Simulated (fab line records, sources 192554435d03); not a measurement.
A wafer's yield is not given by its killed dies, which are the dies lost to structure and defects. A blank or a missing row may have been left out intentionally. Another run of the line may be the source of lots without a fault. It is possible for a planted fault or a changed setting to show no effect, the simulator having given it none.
Lot-split experiment + flow n5_finfet + 39 wafers read from 7 lots, route of 1938 steps

== SPLIT DETAILS ==
At N5_ZERO_LAYER_PECVD_02 (deposits SiO2 from SiH4/N2O, target thk 10 nm, time 6 s), the setting time_s was moved away from the recipe's 6 s on 12 of the 39 wafers read, by -28.8% to +55.7%. This setting was run at the recipe's value on the other wafers.

The reading is taken at the split's own step.

== THE READING ==
SiO2_of_ZERO_LAYER_PECVD_02.thk_nm (the simulator's own value, which no gauge read), in nm, at N5_ZERO_LAYER_PECVD_02 (deposits SiO2 from SiH4/N2O, target thk 10 nm, time 6 s). No usual value for it is given in the file. Here, 27 wafers ran the recipe; their average is 9.985 nm with a standard deviation of 0.15 nm.

| wafer  | tool, chamber at the split | time_s as run, s | against the recipe | SiO2_of_ZERO_LAYER_PECVD_02.thk_nm, nm | against lot-mates on the recipe |
|--------|----------------------------|------------------|--------------------|----------------------------------------|---------------------------------|
| L078.1 | pecvd-03, 0                | 6                | recipe             | 10.06                                  | -                               |
| L078.2 | pecvd-03, 1                | 6                | recipe             | 9.958                                  | -                               |
| L078.3 | pecvd-03, 2                | 7.224            | +20.4%             | 11.86                                  | +1.901                          |
| L078.4 | pecvd-03, 2                | 6                | recipe             | 9.858                                  | -                               |
| L078.5 | pecvd-03, 0                | 7.224            | +20.4%             | 12.01                                  | +2.051                          |
| L078.6 | pecvd-03, 1                | 7.224            | +20.4%             | 12.39                                  | +2.431                          |
| L083.1 | pecvd-03, 0                | 6                | recipe             | 9.925                                  | -                               |
| L083.3 | pecvd-03, 1                | 6                | recipe             | 10.11                                  | -                               |
| L083.4 | pecvd-03, 1                | 6                | recipe             | 10.16                                  | -                               |
| L084.1 | pecvd-03, 1                | 6                | recipe             | 10                                     | -                               |
| L084.2 | pecvd-03, 0                | 6                | recipe             | 9.882                                  | -                               |
| L084.3 | pecvd-03, 2                | 6                | recipe             | 9.806                                  | -                               |
| L084.4 | pecvd-03, 1                | 6                | recipe             | 10.24                                  | -                               |
| L084.5 | pecvd-03, 2                | 6                | recipe             | 9.923                                  | -                               |
| L084.6 | pecvd-03, 0                | 6                | recipe             | 9.925                                  | -                               |
| L086.1 | pecvd-04, 0                | 6                | recipe             | 9.673                                  | -                               |
| L086.2 | pecvd-04, 2                | 6                | recipe             | 9.737                                  | -                               |
| L086.3 | pecvd-04, 1                | 6                | recipe             | 9.907                                  | -                               |
| L086.4 | pecvd-04, 2                | 6                | recipe             | 10.09                                  | -                               |
| L086.5 | pecvd-04, 0                | 6                | recipe             | 9.753                                  | -                               |
| L086.6 | pecvd-04, 1                | 6                | recipe             | 10.13                                  | -                               |
| L091.1 | pecvd-03, 2                | 8.583            | +43.1%             | 14.03                                  | +4.019                          |
| L091.2 | pecvd-03, 1                | 6                | recipe             | 10.17                                  | -                               |
| L091.3 | pecvd-03, 2                | 6                | recipe             | 9.814                                  | -                               |
| L091.4 | pecvd-03, 1                | 8.583            | +43.1%             | 14.53                                  | +4.519                          |
| L091.5 | pecvd-03, 2                | 6                | recipe             | 10.05                                  | -                               |
| L091.6 | pecvd-03, 1                | 8.583            | +43.1%             | 14.36                                  | +4.349                          |
| L094.1 | pecvd-03, 0                | 6                | recipe             | 10                                     | -                               |
| L094.2 | pecvd-03, 2                | 6                | recipe             | 9.88                                   | -                               |
| L094.3 | pecvd-03, 1                | 9.341            | +55.7%             | 15.82                                  | +5.780                          |
| L094.4 | pecvd-03, 2                | 6                | recipe             | 10.24                                  | -                               |
| L094.5 | pecvd-03, 0                | 9.341            | +55.7%             | 15.71                                  | +5.670                          |
| L094.6 | pecvd-03, 1                | 9.341            | +55.7%             | 15.83                                  | +5.790                          |
| L097.1 | pecvd-01, 2                | 4.27             | -28.8%             | 7.083                                  | -3.020                          |
| L097.2 | pecvd-01, 0                | 4.27             | -28.8%             | 7.019                                  | -3.084                          |
| L097.3 | pecvd-01, 0                | 6                | recipe             | 10.03                                  | -                               |
| L097.4 | pecvd-01, 2                | 4.27             | -28.8%             | 7.153                                  | -2.950                          |
| L097.5 | pecvd-01, 0                | 6                | recipe             | 10.13                                  | -                               |
| L097.6 | pecvd-01, 2                | 6                | recipe             | 10.15                                  | -                               |

FIT RESULTS
A straight line over all 39 wafers: SiO2_of_ZERO_LAYER_PECVD_02.thk_nm changes by +0.102 nm for each +1% of time_s; r = +1.00; the points scatter about the line by 0.16 nm.
The same after taking each lot's own level away (the mean of its wafers on the recipe; 39 wafers): +0.103 nm for each +1%; r = +1.00; scatter 0.15 nm.
The reading moves by 5.7 nm for the largest change in time_s, on that fit.
From 9.8817 to 10.1033 nm: that is the span of the lots' own levels, equal to 1.4 times the standard deviation above.
The two slopes agree, so the slope changes little with the lot-to-lot level.
Check: +5.69 nm against its lot-mates is what the line predicts for one of the wafers moved furthest among these (+55.7%) when that wafer is left out of the fit. Against them it came out at +5.78 nm.

== FILE'S OWN FIT ==
SiO2_of_ZERO_LAYER_PECVD_02.thk_nm changes by +0.102 nm for each +1% of time_s, r = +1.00.
